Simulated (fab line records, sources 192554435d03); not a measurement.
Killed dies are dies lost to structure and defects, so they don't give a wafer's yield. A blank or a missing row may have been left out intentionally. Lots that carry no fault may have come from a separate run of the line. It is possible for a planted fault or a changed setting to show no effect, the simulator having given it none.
fab line records ; flow n5Finfet
record lots=7; wafers=21
route steps=1938 shown SD_EPI_P@297 SD_ACTIVATION@330 SDB@348 GATE_CUT@466 MOL_CONTACT_COAG@586 BEOL_M0_SAQP@658
startH: start of the lot's first displayed wafer, in hours after the record's first day ; waitH: hours elapsed since this lot's preceding step ; " as in the row above ; L1.1+2: a single row standing in for several wafers ; - no value, or no start given ; * or withheld: withheld ; < > ~ a bound
route shown NAME@n: a module of which the file shows steps, and the number in the route of the first ; usual: average and standard deviation across the fault-free wafers ; same: alike in all rows ; chamber/n: place in a boat ; sites: the reading at each site ; _std_site: their standard deviation ; _edge_site: the outer-site mean with the inner-site mean subtracted ; radiusMm: for every site, how far away it sits from the centre of the wafer ; mask NAME#n: copy n ; behind: the last tool/chamber to shape the wafer ; hold: reason for holding the lot/hours on hold/outcome of the hold ; device: transistor that didn't switch, given as n, p or np ; end of line: the same wafers' tests at the end of the route ; a step without rows: its recipe alone ; killed: the dies lost at the first sort to structure and to defects; this is not the yield of the wafer ; map: a wafer's dies, marking killed ones x, the rest . and places with no die _
set.NAME: the setting the step ran with; set.NAME@STEP: the setting that earlier step ran with ; model.NAME: the simulator's own value behind a step, which no gauge read
lots whose settings were changed on purpose; a table a step, a row a wafer
## steps
# step N5_SD_EPI_P_COAT_03
# recipe resist=CAR-ArF-block; spinRpm=1500; resistThkNm=150
lot.wafer;tool;chamber;startH;waitH;set.spinRpm;model.CAR-ArF-block_of_SD_EPI_P_COAT_03.thkNm
L076.2;lithoTrack-02;0;-;-;1419;154
L076.5;lithoTrack-02;0;-;-;1419;153.8
L076.6;lithoTrack-02;0;-;-;1500;149.6
L079.1;lithoTrack-05;0;-;-;1421;154.4
L079.2;lithoTrack-05;0;-;-;1500;150.4
L079.3;lithoTrack-05;0;-;-;1421;154.6
L080.1+6;lithoTrack-02;0;-;-;1565;146.6
L080.3;lithoTrack-02;0;-;-;1500;150
L083.4;lithoTrack-05;0;-;-;1500;149.8
L083.5;lithoTrack-05;0;-;-;1500;149.6
L083.6;lithoTrack-05;0;-;-;1500;150
L086.2;lithoTrack-05;0;-;-;1500;150.2
L086.3;lithoTrack-05;0;-;-;1500;151
L086.4;lithoTrack-05;0;-;-;1500;149.8
L091.1;lithoTrack-03;0;-;-;1599;145.4
L091.2;lithoTrack-03;0;-;-;1599;145.6
L091.3;lithoTrack-03;0;-;-;1500;150.2
L092.3;lithoTrack-05;0;-;-;1500;150.4
L092.4;lithoTrack-05;0;-;-;1500;150
L092.5;lithoTrack-05;0;-;-;1500;150.6
# step N5_SD_EPI_P_EBR_05
# recipe solvent=PGMEA; ebrWidthMm=1.5
# step N5_SD_EPI_P_SOFTBAKE_04
# recipe tempC=110; timeS=60; resist=CAR-ArF-block
# step N5_SD_EPI_P_DESCUM_14
# recipe chemistry=O2; timeS=7.9; sourcePowerW=50; biasPowerW=20; pressureMtorr=20; rfFrequencyHz=2.712e+07; tempC=40; resist=CAR-ArF-block; o2FlowSccm=225
lot.wafer;tool;chamber;startH;waitH;set.spinRpm@SD_EPI_P_COAT_03;model.CAR-ArF-block_of_SD_EPI_P_COAT_03.thkNm
L076.2;rieDiel-02;3;65.45;0.0;1419;147.6
L076.5;rieDiel-02;2;65.45;0.0;1419;147.2
L076.6;rieDiel-02;3;65.45;0.0;1500;143
L079.1;rieDiel-01;1;87.89;0.0;1421;147.8
L079.2;rieDiel-01;3;87.89;0.0;1500;144
L079.3;rieDiel-01;0;87.89;0.0;1421;148.2
L080.1+6;rieDiel-01;3;91.18;0.0;1565;140
L080.3;rieDiel-01;0;91.18;0.0;1500;143.4
L083.4;rieDiel-01;3;108.66;0.0;1500;143.2
L083.5;rieDiel-01;0;108.66;0.0;1500;143
L083.6;rieDiel-01;3;108.66;0.0;1500;143.6
L086.2;rieDiel-01;2;128.15;0.0;1500;143.8
L086.3;rieDiel-01;0;128.15;0.0;1500;144.4
L086.4;rieDiel-01;3;128.15;0.0;1500;143.4
L091.1+2;rieDiel-01;2,3;156.43;0.0;1599;139
L091.3;rieDiel-01;0;156.43;0.0;1500;143.6
L092.3+5;rieDiel-01;2;164.11;0.3;1500;144
L092.4;rieDiel-01;3;164.11;0.3;1500;143.4
# step N5_SD_EPI_P_ETCH_36
# recipe chemistry=CF4; target=SiARC; targetDepthA=455; maskMaterial=CAR-ArF-block; timeS=75.8; ionEnergyEv=80; pressureMtorr=40; sourceW=545; biasW=36; Ar_flow_sccm=100; cf4FlowSccm=100; ends=cleared
# step N5_SD_EPI_P_ETCH_37
# recipe chemistry=N2/H2; target=SOC; overetchA=1080; maskMaterial=SiARC; tempC=40; ionEnergyEv=100; sourceW=3000; biasW=133; pressureMtorr=20; timeS=486; n2FlowSccm=200; h2FlowSccm=200; ends=endPoint
# step N5_SD_EPI_P_EPI_21
# recipe material=SiGe:B; dopant=B; tempC=550; pressureTorr=20; ambient=H2; timeS=355
# step N5_SD_EPI_P_HM_STRIP_48
# recipe chemistry=H3PO4; tempC=160; material=SiNx; target=SiNx; targetDepthA=30; overetchFraction=0.3
lot.wafer;tool;chamber;startH;waitH;set.timeS@SD_EPI_N_EPI_21;model.Si-P_of_SD_EPI_N_EPI_21.thkNm
L076.2;wetBench-01;6;69.03;0.0;690;59.2
L076.5;wetBench-01;5;69.03;0.0;690;59.4
L076.6;wetBench-01;7;69.03;0.0;690;59.6
L079.1+2;wetBench-01;6,1;92.31;0.0;690;59.4
L079.3;wetBench-01;0;92.31;0.0;690;59.6
L080.1;wetBench-01;0;94.77;0.0;642.1;55.2
L080.3;wetBench-01;1;94.77;0.0;642.1;55.4
L080.6;wetBench-01;7;94.77;0.0;690;58.2
L083.4;wetBench-02;1;112.25;0.0;626.5;55.6
L083.5;wetBench-02;2;112.25;0.0;690;58.8
L083.6;wetBench-02;7;112.25;0.0;626.5;54.6
L086.2;wetBench-02;3;132.59;0.0;690;58.8
L086.3;wetBench-02;0;132.59;0.0;690;59.4
L086.4;wetBench-02;5;132.59;0.0;690;59
L091.1;wetBench-03;2;160.06;0.0;690;58.8
L091.2;wetBench-03;0;160.06;0.0;617.3;54.4
L091.3;wetBench-03;6;160.06;0.0;617.3;53.6
L092.3;wetBench-03;3;167.69;0.0;690;57.8
L092.4;wetBench-03;2;167.69;0.0;690;57.4
L092.5;wetBench-03;1;167.69;0.0;690;57.6
# step N5_SD_EPI_P_SRD_49
# recipe dry=ipaMarangoni; timeS=30; tempC=23; rinseLiquid=diw
# step N5_SD_EPI_P_PRECLEAN_24
# recipe chemistry=O3/DIW; timeS=45; tempC=22; o3Ppm=10
# step N5_SD_ACTIVATION_RTA_00
# recipe tempC=975; timeS=0; ambient=N2; idleTempC=600; rampUpCPerS=150; rampDownCPerS=60; coolToC=600
# step N5_SD_ACTIVATION_LSA_01
# recipe tempC=1080; timeS=0.0008; ambient=N2
# step N5_SD_ACTIVATION_RS_MEAS_03
# recipe thkMeasGauge=four-point-probe
# usual RS_SD_N=21.82/0.29; RS_SD_P=56.1/0.88
lot.wafer;tool;chamber;startH;waitH;set.timeS@SD_EPI_N_EPI_21;RS_SD_N[ohm/sq];RS_SD_P[ohm/sq]
L076.2;filmMetro-02;-;70.06;0.2;690;21.50;56.5
L076.5;filmMetro-02;-;70.06;0.2;690;21.33;57.1
L076.6;filmMetro-02;-;70.06;0.2;690;21.49;57.1
L079.1;filmMetro-01;-;92.89;0.2;690;21.61;55.8
L079.2;filmMetro-01;-;92.89;0.2;690;21.54;55.4
L079.3;filmMetro-01;-;92.89;0.2;690;21.54;55.4
L080.1;filmMetro-02;-;95.56;0.2;642.1;23.42;56.8
L080.3;filmMetro-02;-;95.56;0.2;642.1;23.01;56.9
L080.6;filmMetro-02;-;95.56;0.2;690;22.05;56.9
L083.4;filmMetro-02;-;112.89;0.1;626.5;22.74;57.9
L083.5;filmMetro-02;-;112.89;0.1;690;21.49;57.7
L083.6;filmMetro-02;-;112.89;0.1;626.5;23.30;57.3
L086.2;filmMetro-01;-;133.29;0.2;690;21.51;54.6
L086.3;filmMetro-01;-;133.29;0.2;690;21.46;55.9
L086.4;filmMetro-01;-;133.29;0.2;690;21.51;55.6
L091.1;filmMetro-01;-;160.63;0.2;690;21.82;54.9
L091.2;filmMetro-01;-;160.63;0.2;617.3;23.41;54.6
L091.3;filmMetro-01;-;160.63;0.2;617.3;23.81;55.1
L092.3;filmMetro-02;-;168.30;0.2;690;21.93;55.6
L092.4;filmMetro-02;-;168.30;0.2;690;21.98;56.0
L092.5;filmMetro-02;-;168.30;0.2;690;21.98;55.8
# step N5_SDB_COAT_03
# recipe resist=SOC; tempC=250; timeS=60; spinRpm=1500; resistThkNm=100
lot.wafer;tool;chamber;startH;waitH;set.spinRpm;model.SOC_of_SDB_COAT_03.thkNm
L076.2;lithoTrack-04;0;76.82;0.1;1500;100
L076.5;lithoTrack-04;0;76.82;0.1;1500;99.8
L076.6;lithoTrack-04;0;76.82;0.1;1500;99.6
L079.1+2;lithoTrack-01;0;100.18;0.1;1390;103.8
L079.3;lithoTrack-01;0;100.18;0.1;1500;100.2
L080.1;lithoTrack-05;0;102.46;0.1;1360;105.6
L080.3;lithoTrack-05;0;102.46;0.1;1500;100.6
L080.6;lithoTrack-05;0;102.46;0.1;1360;105.4
L083.4;lithoTrack-04;0;119.57;0.1;1500;100.2
L083.5;lithoTrack-04;0;119.57;0.1;1500;100.4
L083.6;lithoTrack-04;0;119.57;0.1;1378;104.4
L086.2+3+4;lithoTrack-01;0;140.09;0.1;1500;100
L091.1;lithoTrack-01;0;167.36;0.1;1571;97.4
L091.2;lithoTrack-01;0;167.36;0.1;1500;99.6
L091.3;lithoTrack-01;0;167.36;0.1;1500;99.8
L092.3+4;lithoTrack-04;0;174.96;0.1;1500;99.8
L092.5;lithoTrack-04;0;174.96;0.1;1500;100.2
# step N5_SDB_COAT_04
# recipe resist=SiARC; tempC=220; timeS=60; spinRpm=1500; resistThkNm=18
# step N5_SDB_COAT_05
# recipe resist=CAR-ArF; spinRpm=1500; resistThkNm=90
# step N5_SDB_DESCUM_16
# recipe chemistry=O2; timeS=7.9; sourcePowerW=50; biasPowerW=20; pressureMtorr=20; rfFrequencyHz=2.712e+07; tempC=40; resist=CAR-ArF; o2FlowSccm=225
# step N5_SDB_ETCH_17
# recipe chemistry=CF4; target=SiARC; targetDepthA=234; maskMaterial=CAR-ArF; timeS=39; ionEnergyEv=80; pressureMtorr=40; sourceW=545; biasW=36; Ar_flow_sccm=100; cf4FlowSccm=100; ends=cleared
# step N5_SDB_ETCH_18
# recipe chemistry=N2/H2; target=SOC; targetDepthA=1000; overetchA=200; maskMaterial=SiARC; tempC=40; timeS=150; ionEnergyEv=200; pressureMtorr=30; sourceW=840; biasW=150; n2FlowSccm=200; h2FlowSccm=200
lot.wafer;tool;chamber;startH;waitH;set.spinRpm@SDB_COAT_03;model.etch.depthNm
L076.2;rieDiel-04;1;77.26;0.0;1500;100
L076.5;rieDiel-04;3;77.26;0.0;1500;99.87
L076.6;rieDiel-04;0;77.26;0.0;1500;99.63
L079.1;rieDiel-04;1;100.58;0.0;1390;103.8
L079.2;rieDiel-04;2;100.58;0.0;1390;103.7
L079.3;rieDiel-04;0;100.58;0.0;1500;100.3
L080.1;rieDiel-03;0;103.24;0.0;1360;105.6
L080.3;rieDiel-03;2;103.24;0.0;1500;100.5
L080.6;rieDiel-03;2;103.24;0.0;1360;105.5
L083.4;rieDiel-03;2;120.04;0.1;1500;100.2
L083.5;rieDiel-03;0;120.04;0.1;1500;100.4
L083.6;rieDiel-03;1;120.04;0.1;1378;104.4
L086.2;rieDiel-03;2;140.62;0.0;1500;100
L086.3;rieDiel-03;1;140.62;0.0;1500;99.98
L086.4;rieDiel-03;0;140.62;0.0;1500;100.1
L091.1;rieDiel-03;3;167.89;0.0;1571;97.3
L091.2;rieDiel-03;2;167.89;0.0;1500;99.65
L091.3;rieDiel-03;0;167.89;0.0;1500;99.76
L092.3;rieDiel-03;3;175.48;0.0;1500;99.9
L092.4;rieDiel-03;2;175.48;0.0;1500;99.87
L092.5;rieDiel-03;3;175.48;0.0;1500;100.2
# step N5_SDB_STRIP_19
# recipe chemistry=N2/H2; tempC=40; n2FlowSccm=200; h2FlowSccm=200; rfFrequencyHz=6e+07
# step N5_SDB_STRIP_21
# recipe chemistry=CF4; resist=SiARC; powerW=300; biasPowerW=75; pressureMtorr=50; cf4FlowSccm=150; rfFrequencyHz=6e+07
# step N5_SDB_HM_OPEN_20
# recipe chemistry=CH3F/O2; target=SiNx; maskMaterial=SOC; targetDepthA=240; stopOn=poly-Si; overEtchFrac=0.4; ionEnergyEv=120; pressureMtorr=30; sourceW=395; biasW=73; Ar_flow_sccm=150; CH3F_flow_sccm=30; O2_flow_sccm=20
lot.wafer;tool;chamber;startH;waitH;set.spinRpm@SDB_COAT_03;model.SOC_of_SDB_COAT_03.thkNm
L076.2+5;rieDiel-04;1,3;77.42;0.0;1500;83.4
L076.6;rieDiel-04;0;77.42;0.0;1500;83.8
L079.1;rieDiel-04;1;100.74;0.0;1390;87.4
L079.2;rieDiel-04;2;100.74;0.0;1390;87.8
L079.3;rieDiel-04;0;100.74;0.0;1500;84.4
L080.1;rieDiel-03;0;103.40;0.0;1360;89.8
L080.3;rieDiel-03;2;103.40;0.0;1500;84.2
L080.6;rieDiel-03;2;103.40;0.0;1360;89.2
L083.4;rieDiel-03;2;120.16;0.0;1500;83.8
L083.5;rieDiel-03;0;120.16;0.0;1500;84.2
L083.6;rieDiel-03;1;120.16;0.0;1378;88.6
L086.2;rieDiel-03;2;140.77;0.0;1500;83.6
L086.3;rieDiel-03;1;140.77;0.0;1500;84
L086.4;rieDiel-03;0;140.77;0.0;1500;83.8
L091.1;rieDiel-03;3;168.05;0.0;1571;80.6
L091.2;rieDiel-03;2;168.05;0.0;1500;83.4
L091.3;rieDiel-03;0;168.05;0.0;1500;83.8
L092.3;rieDiel-03;3;175.64;0.0;1500;83.2
L092.4;rieDiel-03;2;175.64;0.0;1500;83.6
L092.5;rieDiel-03;3;175.64;0.0;1500;83.4
# step N5_SDB_STRIP_22
# recipe chemistry=N2/H2; powerW=1000; tempC=250; h2Frac=0.65; overashFraction=0.3; pressureMtorr=withheld; n2FlowSccm=1750; h2FlowSccm=3250
# usual stripTimeToEndpointS=96.0/0.38
lot.wafer;tool;chamber;startH;waitH;set.spinRpm@SDB_COAT_03;stripTimeToEndpointS
L076.2;plasmaAsher-02;0;77.50;0.1;1500;95.6
L076.5;plasmaAsher-02;1;77.50;0.1;1500;95.7
L076.6;plasmaAsher-02;0;77.50;0.1;1500;96.0
L079.1;plasmaAsher-02;0;100.82;0.1;1390;99.3
L079.2;plasmaAsher-02;1;100.82;0.1;1390;99.8
L079.3;plasmaAsher-02;1;100.82;0.1;1500;96.5
L080.1;plasmaAsher-02;1;103.48;0.1;1360;101.6
L080.3;plasmaAsher-02;0;103.48;0.1;1500;96.4
L080.6;plasmaAsher-02;0;103.48;0.1;1360;101.1
L083.4;plasmaAsher-02;0;120.25;0.1;1500;96.1
L083.5;plasmaAsher-02;0;120.25;0.1;1500;96.3
L083.6;plasmaAsher-02;1;120.25;0.1;1378;100.5
L086.2;plasmaAsher-01;0;140.86;0.1;1500;95.8
L086.3;plasmaAsher-01;0;140.86;0.1;1500;96.1
L086.4;plasmaAsher-01;1;140.86;0.1;1500;96.0
L091.1;plasmaAsher-02;1;168.13;0.1;1571;92.9
L091.2;plasmaAsher-02;0;168.13;0.1;1500;95.7
L091.3;plasmaAsher-02;1;168.13;0.1;1500;96.0
L092.3;plasmaAsher-01;1;175.76;0.1;1500;95.4
L092.4;plasmaAsher-01;0;175.76;0.1;1500;95.9
L092.5;plasmaAsher-01;0;175.76;0.1;1500;95.7
# step N5_GATE_CUT_ETCH_56
# recipe chemistry=Cl2/Ar; target=TiN; targetDepthA=216; pressureMtorr=10; icpW=600; biasW=60; Cl2_flow_sccm=40; Ar_flow_sccm=60
lot.wafer;tool;chamber;startH;waitH;set.icpW;model.etch.depthNm
L076.2;rieMetal-01;1;91.07;0.1;600;22.17
L076.5;rieMetal-01;1;91.07;0.1;600;22.06
L076.6;rieMetal-01;0;91.07;0.1;600;22.72
L079.1;rieMetal-03;0;115.09;0.1;516.1;18.51
L079.2;rieMetal-03;1;115.09;0.1;516.1;19.29
L079.3;rieMetal-03;0;115.09;0.1;600;21.2
L080.1;rieMetal-02;1;118.00;0.3;600;22.49
L080.3;rieMetal-02;1;118.00;0.3;600;22.69
L080.6;rieMetal-02;1;118.00;0.3;600;22.51
L083.4;rieMetal-02;1;133.58;0.1;555.3;21.13
L083.5;rieMetal-02;0;133.58;0.1;600;21.87
L083.6;rieMetal-02;1;133.58;0.1;600;22.55
L086.2;rieMetal-03;1;154.68;0.1;504;18.7
L086.3;rieMetal-03;1;154.68;0.1;600;21.55
L086.4;rieMetal-03;0;154.68;0.1;504;18.18
L091.1;rieMetal-03;1;181.94;0.1;600;21.55
L091.2;rieMetal-03;0;181.94;0.1;600;21.19
L091.3;rieMetal-03;1;181.94;0.1;600;21.56
L092.3;rieMetal-03;1;188.91;0.1;600;21.74
L092.4;rieMetal-03;0;188.91;0.1;600;21.34
L092.5;rieMetal-03;1;188.91;0.1;600;21.83
# step N5_GATE_CUT_ALD_22
# recipe material=SiNx; targetThkA=160; tempC=400; aldPrecursorFamily=SiH2I2; aldCoReactant=N2/H2-plasma; pulseTimeS=1; aldCycles=320; purgeTimeS=2; coReactantPurgeTimeS=2; pressureTorr=2
lot.wafer;tool;chamber;startH;waitH;set.aldCycles;model.SiNx_of_GATE_CUT_ALD_22.thkNm
L076.2+5;aldSin-03;3,0;100.58;4.5;272;13.6
L076.6;aldSin-03;3;100.58;4.5;320;16
L079.1;aldSin-04;3;120.14;0.2;287;14.4
L079.2+3;aldSin-04;0,1;120.14;0.2;320;16
L080.1;aldSin-03;1;123.20;0.4;320;16
L080.3+6;aldSin-03;2,1;123.20;0.4;302;15.2
L083.4;aldSin-03;2;138.58;0.1;320;16.2
L083.5;aldSin-03;3;138.58;0.1;320;16
L083.6;aldSin-03;2;138.58;0.1;281;14.2
L086.2+3+4;aldSin-01;0,2,3;160.04;0.8;320;16
L091.1;aldSin-03;1;186.63;0.0;320;16.2
L091.2+3;aldSin-03;3,0;186.63;0.0;351;17.6
L092.3+4+5;aldSin-03;1,3,3;194.15;0.1;320;16
# step N5_GATE_CUT_CMP_23
# recipe stopOn=SiO2; tOverpolishS=23.4; postCmpClean=alkalineBrush; downForcePsi=2.5; platenRpm=51.8; padVelocityMS=1.0307; targetThkNm=16
lot.wafer;tool;chamber;startH;waitH;set.aldCycles@GATE_CUT_ALD_22;model.SiNx_of_GATE_CUT_ALD_22.thkNm
L076.2+5;cmp-03;3,2;102.10;0.8;272;13.6
L076.6;cmp-03;3;102.10;0.8;320;16
L079.2+3;cmp-03;0,1;121.63;0.8;320;16
L079.1;cmp-03;2;121.63;0.8;287;14.4
L080.3+6;cmp-01;3,2;124.73;0.8;302;15.2
L080.1;cmp-01;1;124.73;0.8;320;16
L083.4;cmp-04;3;140.15;0.8;320;16.2
L083.6;cmp-04;1;140.15;0.8;281;14.2
L083.5;cmp-04;2;140.15;0.8;320;16
L086.2+4+3;cmp-01;3,1,2;161.53;0.8;320;16
L091.2;cmp-01;2;188.16;0.8;351;16.4
L091.3;cmp-01;3;188.16;0.8;351;15.8
L091.1;cmp-01;0;188.16;0.8;320;16.2
L092.4+3+5;cmp-04;3,0,2;195.67;0.8;320;16
# step N5_MOL_CONTACT_COAG_VIA_ETCH_46
# recipe chemistry=C4F6/O2; targetDepthA=460; overetchA=92; maskMaterial=SOC; target=SiO2; biasW=455; pressureMtorr=10; timeS=40; sourceW=325; Ar_flow_sccm=300; C4F6_flow_sccm=10; O2_flow_sccm=10; ionEnergyEv=575.3; ends=endPoint
# usual rfVppV=1575/28
lot.wafer;tool;chamber;startH;waitH;set.biasW;rfVppV
L076.2;rieDiel-04;0;114.01;0.0;489.2;1660
L076.5;rieDiel-04;2;114.01;0.0;489.2;1639
L076.6;rieDiel-04;1;114.01;0.0;489.2;1640
L080.1;rieDiel-03;1;139.69;0.0;516.8;1687
L080.3;rieDiel-03;2;139.69;0.0;455;1621
L080.6;rieDiel-03;0;139.69;0.0;516.8;1731
L079.1;rieDiel-04;2;139.89;0.0;455;1552
L079.2;rieDiel-04;1;139.89;0.0;433.5;1499
L079.3;rieDiel-04;0;139.89;0.0;433.5;1518
L083.4;rieDiel-04;3;152.95;0.0;455;1567
L083.5;rieDiel-04;2;152.95;0.0;455;1552
L083.6;rieDiel-04;1;152.95;0.0;455;1557
L086.2;rieDiel-06;2;173.37;0.0;455;1554
L086.3;rieDiel-06;1;173.37;0.0;455;1604
L086.4;rieDiel-06;0;173.37;0.0;455;1600
L091.1;rieDiel-04;2;199.51;0.0;509.6;1688
L091.2;rieDiel-04;3;199.51;0.0;509.6;1705
L091.3;rieDiel-04;0;199.51;0.0;455;1573
L092.3;rieDiel-04;1;207.95;0.0;455;1554
L092.4;rieDiel-04;0;207.95;0.0;455;1573
L092.5;rieDiel-04;0;207.95;0.0;455;1572
# step N5_BEOL_M0_SAQP_MANDREL_ETCH_20
# recipe targetDepthA=600; chemistry=HBr/Cl2; target=a-Si; stopOn=SiNx; btTimeS=10; maskMaterial=SOC; overEtchFrac=0.5; timeS=30; pressureMtorr=10; icpW=800; biasW=75; HBr_flow_sccm=150; Cl2_flow_sccm=80; ends=endPoint
lot.wafer;tool;chamber;startH;waitH;set.icpW;model.SOC_of_BEOL_M0_SAQP_COAT_81.thkNm
L076.2;rieSi-01;1;122.07;0.0;800;76.4
L076.5;rieSi-01;0;122.07;0.0;881.1;75
L076.6;rieSi-01;3;122.07;0.0;800;75.2
L080.1;rieSi-05;2;149.27;0.0;900.4;75
L080.3;rieSi-05;3;149.27;0.0;800;76.8
L080.6;rieSi-05;0;149.27;0.0;900.4;74.6
L079.1;rieSi-05;0;151.89;0.0;845;75.4
L079.2;rieSi-05;1;151.89;0.0;845;75.6
L079.3;rieSi-05;2;151.89;0.0;800;76.4
L083.4;rieSi-05;1;161.00;0.0;895.2;74.8
L083.5;rieSi-05;3;161.00;0.0;895.2;75.6
L083.6;rieSi-05;2;161.00;0.0;800;76
L086.2;rieSi-01;2;182.53;0.0;800;76.2
L086.3;rieSi-01;0;182.53;0.0;800;75.6
L086.4;rieSi-01;3;182.53;0.0;904.7;74
L091.1+2;rieSi-05;3,1;207.91;0.0;722;76.6
L091.3;rieSi-05;2;207.91;0.0;800;75.8
L092.3;rieSi-01;2;217.03;0.0;800;76
L092.4;rieSi-01;1;217.03;0.0;800;76.4
L092.5;rieSi-01;0;217.03;0.0;800;75.6
# step N5_BEOL_M0_SAQP_ETCH_88
# recipe chemistry=N2/H2; target=underlayer; targetDepthA=65; timeS=5.2; ionEnergyEv=200; maskMaterial=CAR-EUV; pressureMtorr=30; sourceW=840; biasW=150; n2FlowSccm=200; h2FlowSccm=200; ends=cleared
# usual etchRfOnTimeS=5.24/0.13; rfVppV=524.1/2.8
lot.wafer;tool;chamber;startH;waitH;set.sourceW;etchRfOnTimeS;rfVppV
L076.2;rieDiel-01;2;125.86;0.0;840;5.32;527.8
L076.5;rieDiel-01;2;125.86;0.0;840;5.26;527.7
L076.6;rieDiel-01;3;125.86;0.0;840;5.18;520.6
L080.1;rieDiel-05;3;152.90;0.0;840;5.19;525.8
L080.3;rieDiel-05;2;152.90;0.0;840;5.38;527.0
L080.6;rieDiel-05;1;152.90;0.0;840;5.37;522.7
L079.1;rieDiel-05;3;155.76;0.0;840;5.19;525.1
L079.2;rieDiel-05;0;155.76;0.0;972.2;4.54;503.7
L079.3;rieDiel-05;2;155.76;0.0;840;5.37;526.2
L083.4;rieDiel-05;0;165.65;0.0;840;5.11;526.1
L083.5;rieDiel-05;0;165.65;0.0;968.1;4.50;505.8
L083.6;rieDiel-05;1;165.65;0.0;840;5.36;521.1
L086.2;rieDiel-01;3;187.84;0.0;911.2;4.83;504.8
L086.3;rieDiel-01;2;187.84;0.0;840;5.25;528.6
L086.4;rieDiel-01;0;187.84;0.0;911.2;4.93;506.3
L091.1;rieDiel-02;3;215.47;0.0;840;5.32;519.9
L091.2;rieDiel-02;0;215.47;0.0;707.3;5.74;554.3
L091.3;rieDiel-02;1;215.47;0.0;840;5.11;524.9
L092.3;rieDiel-05;2;225.03;0.0;840;5.46;526.4
L092.4;rieDiel-05;1;225.03;0.0;840;5.38;519.8
L092.5;rieDiel-05;2;225.03;0.0;840;5.42;526.4
## key
split step=N5_SD_EPI_P_COAT_03; setting=spinRpm; stated=1500; by=wafer
response step=N5_SD_EPI_P_COAT_03; reading=model.CAR-ArF-block_of_SD_EPI_P_COAT_03.thkNm; change=-0.76; per=1%; r=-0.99
response step=N5_SD_EPI_P_DESCUM_14; reading=model.CAR-ArF-block_of_SD_EPI_P_COAT_03.thkNm; change=-0.754; per=1%; r=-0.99
split step=N5_SDB_COAT_03; setting=spinRpm; stated=1500; by=wafer
response step=N5_SDB_COAT_03; reading=model.SOC_of_SDB_COAT_03.thkNm; change=-0.507; per=1%; r=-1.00
response step=N5_SDB_ETCH_18; reading=model.etch.depthNm; change=-0.513; per=1%; r=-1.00
response step=N5_SDB_HM_OPEN_20; reading=model.SOC_of_SDB_COAT_03.thkNm; change=-0.543; per=1%; r=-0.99
response step=N5_SDB_STRIP_22; reading=stripTimeToEndpointS; change=*; per=1%; r=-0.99
split step=N5_GATE_CUT_ETCH_56; setting=icpW; stated=600; by=wafer
response step=N5_GATE_CUT_ETCH_56; reading=model.etch.depthNm; change=+0.178; per=1%; r=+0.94
split step=N5_GATE_CUT_ALD_22; setting=aldCycles; stated=320; by=wafer
response step=N5_GATE_CUT_ALD_22; reading=model.SiNx_of_GATE_CUT_ALD_22.thkNm; change=+0.155; per=1%; r=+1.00
response step=N5_GATE_CUT_CMP_23; reading=model.SiNx_of_GATE_CUT_ALD_22.thkNm; change=+0.131; per=1%; r=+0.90
split step=N5_MOL_CONTACT_COAG_VIA_ETCH_46; setting=biasW; stated=455; by=wafer
response step=N5_MOL_CONTACT_COAG_VIA_ETCH_46; reading=rfVppV; change=+8.24; per=1%; r=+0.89
split step=N5_BEOL_M0_SAQP_MANDREL_ETCH_20; setting=icpW; stated=800; by=wafer
response step=N5_BEOL_M0_SAQP_MANDREL_ETCH_20; reading=model.SOC_of_BEOL_M0_SAQP_COAT_81.thkNm; change=-0.115; per=1%; r=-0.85
split step=N5_BEOL_M0_SAQP_ETCH_88; setting=sourceW; stated=840; by=wafer
response step=N5_BEOL_M0_SAQP_ETCH_88; reading=etchRfOnTimeS; change=*; per=1%; r=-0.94
response step=N5_BEOL_M0_SAQP_ETCH_88; reading=rfVppV; change=-1.64; per=1%; r=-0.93
split outsideThisFile step=N5_SD_EPI_N_EPI_21 setting=timeS
# split outsideThisFile: this setting was split too, and the file shows its column; the key of that split is in another file
